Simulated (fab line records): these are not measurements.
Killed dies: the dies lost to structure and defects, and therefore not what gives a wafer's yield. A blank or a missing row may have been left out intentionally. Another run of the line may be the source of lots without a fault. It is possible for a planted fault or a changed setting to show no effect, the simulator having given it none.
Chamber matching / flow n5 finfet / N5_SD_EPI_P_ETCHBACK_46 on rie diel-03 has 4 sister chambers
The step etches SiNx in CH3F/O2, stops on SiO2, target depth 17.5 nm. 14 wafers are shown with their chamber, then 7 later ones without.

== EACH WAFER AND ITS CHAMBER ==
wafer=L075.2; chamber=0; showerhead plenum p Torr (Torr)=1.93; drypump motor current A (A)=4.9; throttle valve pct (%)=16.57
wafer=L075.4; chamber=3; showerhead plenum p Torr (Torr)=1.99; drypump motor current A (A)=6.3; throttle valve pct (%)=16.93
wafer=L075.6; chamber=0; showerhead plenum p Torr (Torr)=1.93; drypump motor current A (A)=4.9; throttle valve pct (%)=16.57
wafer=L078.2; chamber=0; showerhead plenum p Torr (Torr)=1.92; drypump motor current A (A)=4.9; throttle valve pct (%)=16.58
wafer=L078.4; chamber=3; showerhead plenum p Torr (Torr)=1.99; drypump motor current A (A)=6.3; throttle valve pct (%)=16.94
wafer=L078.6; chamber=0; showerhead plenum p Torr (Torr)=1.92; drypump motor current A (A)=4.9; throttle valve pct (%)=16.57
wafer=L080.1; chamber=3; showerhead plenum p Torr (Torr)=1.99; drypump motor current A (A)=6.3; throttle valve pct (%)=16.95
wafer=L080.3; chamber=1; showerhead plenum p Torr (Torr)=2.00; drypump motor current A (A)=6.1; throttle valve pct (%)=16.48
wafer=L080.5; chamber=2; showerhead plenum p Torr (Torr)=2.06; drypump motor current A (A)=6.1; throttle valve pct (%)=16.39
wafer=L085.2; chamber=1; showerhead plenum p Torr (Torr)=2.00; drypump motor current A (A)=6.0; throttle valve pct (%)=16.50
wafer=L085.5; chamber=2; showerhead plenum p Torr (Torr)=2.06; drypump motor current A (A)=6.1; throttle valve pct (%)=16.39
wafer=L085.6; chamber=3; showerhead plenum p Torr (Torr)=1.99; drypump motor current A (A)=6.3; throttle valve pct (%)=16.96
wafer=L087.2; chamber=2; showerhead plenum p Torr (Torr)=2.06; drypump motor current A (A)=6.2; throttle valve pct (%)=16.43
wafer=L087.3; chamber=3; showerhead plenum p Torr (Torr)=1.99; drypump motor current A (A)=6.3; throttle valve pct (%)=16.97

SIGNATURES (averages over the wafers above)
reading=showerhead plenum p Torr; chamber 0=1.9250; chamber 1=2.0000; chamber 2=2.0600; chamber 3=1.9900; scatter within a chamber=0.00316
reading=drypump motor current A; chamber 0=4.900; chamber 1=6.050; chamber 2=6.133; chamber 3=6.300; scatter within a chamber=0.0342
reading=throttle valve pct; chamber 0=16.5725; chamber 1=16.4900; chamber 2=16.4033; chamber 3=16.9500; scatter within a chamber=0.0153
Rule: a wafer's distance from a chamber is the root of the sum, over the readings, of the square of ((its reading less the chamber's mean) divided by the reading's scatter). If the next closest chamber is less than 2 further off than the closest, the wafer can't be placed; otherwise it belongs to the closest. The scatter: the root of (the sum of the squares of (reading less its chamber's mean) over the shown wafers, divided by (wafers less chambers)).

== WAFERS WHOSE CHAMBER IS MISSING ==
wafer=L087.6; showerhead plenum p Torr (Torr)=2.06; drypump motor current A (A)=6.2; throttle valve pct (%)=16.42
wafer=L090.3; showerhead plenum p Torr (Torr)=2.00; drypump motor current A (A)=6.0; throttle valve pct (%)=16.50
wafer=L090.4; showerhead plenum p Torr (Torr)=2.06; drypump motor current A (A)=6.1; throttle valve pct (%)=16.42
wafer=L090.6; showerhead plenum p Torr (Torr)=1.99; drypump motor current A (A)=6.3; throttle valve pct (%)=16.99
wafer=L091.2; showerhead plenum p Torr (Torr)=2.00; drypump motor current A (A)=6.0; throttle valve pct (%)=16.50
wafer=L091.5; showerhead plenum p Torr (Torr)=2.00; drypump motor current A (A)=6.1; throttle valve pct (%)=16.49
wafer=L091.6; showerhead plenum p Torr (Torr)=2.05; drypump motor current A (A)=6.1; throttle valve pct (%)=16.44

== WHICH CHAMBER EACH WENT THROUGH ==
wafer=L087.6; from the rows above=2; in truth=2
wafer=L090.3; from the rows above=1; in truth=1
wafer=L090.4; from the rows above=2; in truth=2
wafer=L090.6; from the rows above=3; in truth=3
wafer=L091.2; from the rows above=1; in truth=1
wafer=L091.5; from the rows above=1; in truth=1
wafer=L091.6; from the rows above=2; in truth=2
Placed correctly: 7 of 7. Can't be placed from these rows: 0. Number placed wrongly: 0.
